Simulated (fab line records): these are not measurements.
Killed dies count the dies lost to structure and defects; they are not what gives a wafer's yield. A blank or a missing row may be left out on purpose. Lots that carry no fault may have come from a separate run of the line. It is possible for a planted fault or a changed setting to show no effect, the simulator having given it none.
What tool caused it? + flow nandHarc + 13 lots with 39 wafers sampled at 5 steps, on a route of 1302 steps

## WHAT THE GAUGES SHOWED, per wafer
NHARC_THIN_TSV_CD_MEAS_33: target cd 5000 nm. Usual: cdNm at 4999.8 nm, with a standard deviation of 1.6.
| lot  | measured     | on       | cdNm (nm)            | flag |
|------|--------------|----------|----------------------|------|
| L285 | day 24 10:16 | cdSem-02 | 5003.5 5000.8 5002.3 |      |
| L286 | day 24 08:44 | cdSem-02 | 4998.5 4997.3 4998.5 |      |
| L287 | day 24 20:11 | cdSem-01 | 4997.7 4999.0 4998.9 |      |
| L289 | day 26 04:22 | cdSem-02 | 5000.5 5000.7 4999.9 |      |
| L291 | day 26 22:34 | cdSem-03 | 4998.8 5002.3 5002.6 |      |
| L290 | day 26 23:49 | cdSem-01 | 4998.6 4998.0 4998.8 |      |
| L292 | day 27 11:52 | cdSem-03 | 5000.3 5000.8 5001.7 |      |
| L295 | day 28 03:55 | cdSem-02 | 4998.1 4999.4 4997.9 |      |
| L296 | day 28 07:25 | cdSem-01 | 4998.3 5000.2 4999.5 |      |
| L299 | day 30 03:52 | cdSem-02 | 5000.0 4999.9 4998.0 |      |
| L305 | day 32 10:16 | cdSem-02 | 4999.2 4998.3 4997.2 |      |
| L307 | day 33 04:11 | cdSem-03 | 4999.4 4999.5 4999.0 |      |
| L308 | day 33 18:56 | cdSem-01 | 5001.2 5001.9 5000.7 |      |

NHARC_END_SORT_01. Usual: killedAtArray 56, standard deviation 19; killedAtOther 1.0, standard deviation 1.5; killedAtPeriphery 3.4, standard deviation 2.4; killedDies 60, standard deviation 19; killedOpen 3.3, standard deviation 1.8; killedShort 2.4, standard deviation 1.7.
| lot  | measured     | on        | killedAtArray | killedAtOther | killedAtPeriphery | killedDies | killedOpen | killedShort | flag |
|------|--------------|-----------|---------------|---------------|-------------------|------------|------------|-------------|------|
| L285 | day 24 18:35 | prober-02 | 34 29 38      | 0 0 1         | 1 0 3             | 35 29 42   | 4 2 4      | 1 2 2       |      |
| L286 | day 24 17:45 | prober-01 | 28 26 16      | 2 4 2         | 2 5 2             | 32 35 20   | 5 5 3      | 2 6 0       |      |
| L287 | day 25 05:41 | prober-02 | 89 107 79     | 0 0 2         | 1 4 3             | 90 111 84  | 1 3 2      | 0 1 1       |      |
| L289 | day 26 15:14 | prober-01 | 68 66 66      | 0 0 0         | 2 1 0             | 70 67 66   | 2 5 2      | 2 2 1       |      |
| L291 | day 27 07:42 | prober-02 | 45 36 39      | 3 1 2         | 6 7 2             | 54 44 43   | 5 2 2      | 3 1 1       |      |
| L290 | day 27 07:46 | prober-01 | 74 83 73      | 1 0 0         | 4 7 8             | 79 90 81   | 4 5 3      | 4 0 1       |      |
| L292 | day 27 20:59 | prober-02 | 88 94 89      | 0 0 0         | 7 3 8             | 95 97 97   | 2 1 4      | 2 3 5       |      |
| L295 | day 28 11:39 | prober-02 | 78 83 79      | 0 0 0         | 5 0 1             | 83 83 80   | 6 4 6      | 5 2 1       |      |
| L296 | day 28 19:29 | prober-02 | 71 70 80      | 0 0 0         | 2 0 0             | 73 70 80   | 4 1 5      | 1 2 2       |      |
| L299 | day 30 15:17 | prober-02 | 51 139 46     | 0 0 0         | 2 2 5             | 53 141 51  | 2 1 1      | 1 0 1       |      |
| L305 | day 33 00:57 | prober-02 | 38 52 49      | 0 0 0         | 5 4 1             | 43 56 50   | 5 4 5      | 2 2 3       |      |
| L307 | day 33 13:15 | prober-02 | 45 57 53      | 7 2 4         | 6 6 7             | 58 65 64   | 4 9 2      | 3 2 3       |      |
| L308 | day 34 03:35 | prober-02 | 48 58 63      | 4 4 5         | 3 5 4             | 55 67 72   | 2 3 6      | 2 4 5       |      |

## WHICH TOOL RAN EACH LOT (tool, then ch and the chambers of the sampled wafers, then the start)
| lot  | NHARC_A_WL_FILL_ALD_02             | NHARC_THIN_TSV_DEP_47           | NHARC_THIN_TSV_DEGAS_49     |
|------|------------------------------------|---------------------------------|-----------------------------|
| L285 | aldMetal-03 ch 1,3, day 20 20:07   | pecvd-04 ch 0,1, day 24 06:08   | pvdSputter-01, day 24 07:05 |
| L286 | aldMetal-01 ch 0,3, day 20 22:31   | pecvd-01 ch 0,1,2, day 24 04:49 | pvdSputter-03, day 24 05:45 |
| L287 | aldMetal-01 ch 1,2,3, day 21 06:37 | pecvd-04 ch 0,1,2, day 24 15:46 | pvdSputter-02, day 24 16:56 |
| L289 | aldMetal-03 ch 0,1,2, day 22 13:27 | pecvd-03 ch 1,2, day 26 00:17   | pvdSputter-03, day 26 01:14 |
| L291 | aldMetal-03 ch 0,1,3, day 23 01:59 | pecvd-01 ch 1,2, day 26 18:40   | pvdSputter-02, day 26 19:35 |
| L290 | aldMetal-04 ch 0,2,3, day 23 02:15 | pecvd-01 ch 0,1, day 26 19:47   | pvdSputter-01, day 26 20:41 |
| L292 | aldMetal-04 ch 0,1,3, day 23 16:55 | pecvd-03 ch 0,1,2, day 27 07:45 | pvdSputter-03, day 27 08:41 |
| L295 | aldMetal-01 ch 0,1,3, day 24 11:49 | pecvd-04 ch 0,1,2, day 27 23:50 | pvdSputter-02, day 28 00:47 |
| L296 | aldMetal-01 ch 0,1,3, day 24 16:29 | pecvd-04 ch 0,1,2, day 28 03:22 | pvdSputter-03, day 28 04:17 |
| L299 | aldMetal-03 ch 0,2,3, day 26 15:44 | pecvd-01 ch 0,1,2, day 30 00:00 | pvdSputter-01, day 30 00:47 |
| L305 | aldMetal-01 ch 0,1, day 28 06:22   | pecvd-03 ch 0,1, day 32 06:02   | pvdSputter-02, day 32 06:59 |
| L307 | aldMetal-03 ch 0,1,3, day 29 13:29 | pecvd-03 ch 1,2, day 33 00:14   | pvdSputter-02, day 33 01:13 |
| L308 | aldMetal-01 ch 2,3, day 30 03:17   | pecvd-04 ch 1,2, day 33 14:53   | pvdSputter-01, day 33 15:49 |
- NHARC_A_WL_FILL_ALD_02: deposits TiN, target thk 2 nm, pulse time 3 s, ald cycles 100.
- NHARC_THIN_TSV_DEP_47: deposits SiO2, target thk 200 nm.
- NHARC_THIN_TSV_DEGAS_49: time 120 s.

## AS READ BY THE TOOLS THEMSELVES (means over the sampled wafers that have a number; for cases with no such wafer, the mark the record gives instead)
NHARC_A_WL_FILL_ALD_02. Usual: heaterPowerW 1084 W, standard deviation 86; precursorPulseHeightRel 0.999, standard deviation 0.022.
| lot  | tool        | heaterPowerW (W) | precursorPulseHeightRel | flag |
|------|-------------|------------------|-------------------------|------|
| L285 | aldMetal-03 | 1060             | 0.995                   |      |
| L286 | aldMetal-01 | 1134             | 1.017                   |      |
| L287 | aldMetal-01 | 1067             | 0.992                   |      |
| L289 | aldMetal-03 | 1075             | 1.010                   |      |
| L291 | aldMetal-03 | 1101             | 1.008                   |      |
| L290 | aldMetal-04 | 1086             | 1.015                   |      |
| L292 | aldMetal-04 | 1011             | 0.984                   |      |
| L295 | aldMetal-01 | 1058             | 1.026                   |      |
| L296 | aldMetal-01 | 1059             | 1.004                   |      |
| L299 | aldMetal-03 | 1115             | 0.996                   |      |
| L305 | aldMetal-01 | 1104             | 1.000                   |      |
| L307 | aldMetal-03 | 1143             | 0.996                   |      |
| L308 | aldMetal-01 | 988              | 0.990                   |      |

NHARC_THIN_TSV_DEP_47. Usual: throttleValvePct at 15.6 %, with a standard deviation of 0.75.
| lot  | tool     | throttleValvePct (%) | flag |
|------|----------|----------------------|------|
| L285 | pecvd-04 | 15.2                 |      |
| L286 | pecvd-01 | 15.9                 |      |
| L287 | pecvd-04 | 15.4                 |      |
| L289 | pecvd-03 | 16.6                 |      |
| L291 | pecvd-01 | 16.5                 |      |
| L290 | pecvd-01 | 16.3                 |      |
| L292 | pecvd-03 | 16.1                 |      |
| L295 | pecvd-04 | 14.9                 |      |
| L296 | pecvd-04 | 15.0                 |      |
| L299 | pecvd-01 | 15.8                 |      |
| L305 | pecvd-03 | 15.5                 |      |
| L307 | pecvd-03 | 16.4                 |      |
| L308 | pecvd-04 | 15.3                 |      |

NHARC_THIN_TSV_DEGAS_49. Usual: heaterPowerW at 481 W, with a standard deviation of 40.
| lot  | tool          | heaterPowerW (W) | flag |
|------|---------------|------------------|------|
| L285 | pvdSputter-01 | 533              |      |
| L286 | pvdSputter-03 | 429              |      |
| L287 | pvdSputter-02 | 460              |      |
| L289 | pvdSputter-03 | 443              |      |
| L291 | pvdSputter-02 | 471              |      |
| L290 | pvdSputter-01 | 520              |      |
| L292 | pvdSputter-03 | 422              |      |
| L295 | pvdSputter-02 | 434              |      |
| L296 | pvdSputter-03 | 497              |      |
| L299 | pvdSputter-01 | 503              |      |
| L305 | pvdSputter-02 | 471              |      |
| L307 | pvdSputter-02 | 447              |      |
| L308 | pvdSputter-01 | 520              |      |

## THE ANSWER, worked out from the rows above alone
Rule: a lot is off if the mean of its wafers that have a number lies more than 3 standard deviations from the usual mean. Also off: a lot with no number at a reading for which 4 or more lots have one. All remaining lots with rows at the step are treated as sound. First the gauges in route order, then the tools' own readings, where a lot's mean is used as printed above. The first step at which some lot is off is used, and at that step the reading that is off furthest; a lot without a number counts as furthest.
Nothing can be told from this: no lot is off at any reading shown.

## WHAT THE SIMULATOR HAD INSERTED
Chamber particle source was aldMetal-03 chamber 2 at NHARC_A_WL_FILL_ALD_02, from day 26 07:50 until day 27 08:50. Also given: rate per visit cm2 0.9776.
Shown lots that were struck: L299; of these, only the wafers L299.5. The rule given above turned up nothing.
